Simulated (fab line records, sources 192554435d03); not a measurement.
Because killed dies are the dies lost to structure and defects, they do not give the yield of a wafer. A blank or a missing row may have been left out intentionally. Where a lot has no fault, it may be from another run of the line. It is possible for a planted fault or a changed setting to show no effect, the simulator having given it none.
Chamber matching	flow n5_finfet	N5_BEOL_M7_CURE_75 on uv_cure-01: 3 sister chambers
The step cures SiCOH lowk, time 120 s. 3 wafers are shown with their chamber, then 7 later ones without.

WAFERS, EACH WITH ITS CHAMBER
wafer	chamber	wafer_temp_C_max
L077.3	2	372.4
L090.3	0	372.1
L092.4	1	370.6

WAFERS WITHOUT THEIR CHAMBER
wafer	wafer_temp_C_max
L092.6	371.2
L095.2	372.0
L095.3	372.3
L095.5	372.2
L094.1	372.3
L094.2	372.2
L094.5	371.7

WHICH CHAMBER EACH ONE RAN IN
wafer	from the rows above	in truth
L092.6	can't be placed: 1 or 0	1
L095.2	can't be placed: 0 or 2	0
L095.3	can't be placed: 2 or 0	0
L095.5	can't be placed: 0 or 2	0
L094.1	can't be placed: 2 or 0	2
L094.2	can't be placed: 0 or 2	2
L094.5	can't be placed: 0 or 2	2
Correct placement for 0 of the 7. These rows do not allow placing 7 (true chamber among the candidates in 7). Number placed wrongly: 0.
How it was worked out, from the rows above alone: a wafer's distance from a chamber is the root of the sum, over the readings, of the square of ((its reading less the chamber's mean) divided by the reading's scatter). The wafer belongs to the nearest chamber; if the next one is less than 2 further off, it can't be placed. For every chamber, the mean is computed from those of its wafers that are shown. The scatter: with one shown wafer a chamber, the root of the mean of the squares of how far each hidden wafer lies from its nearest shown one.
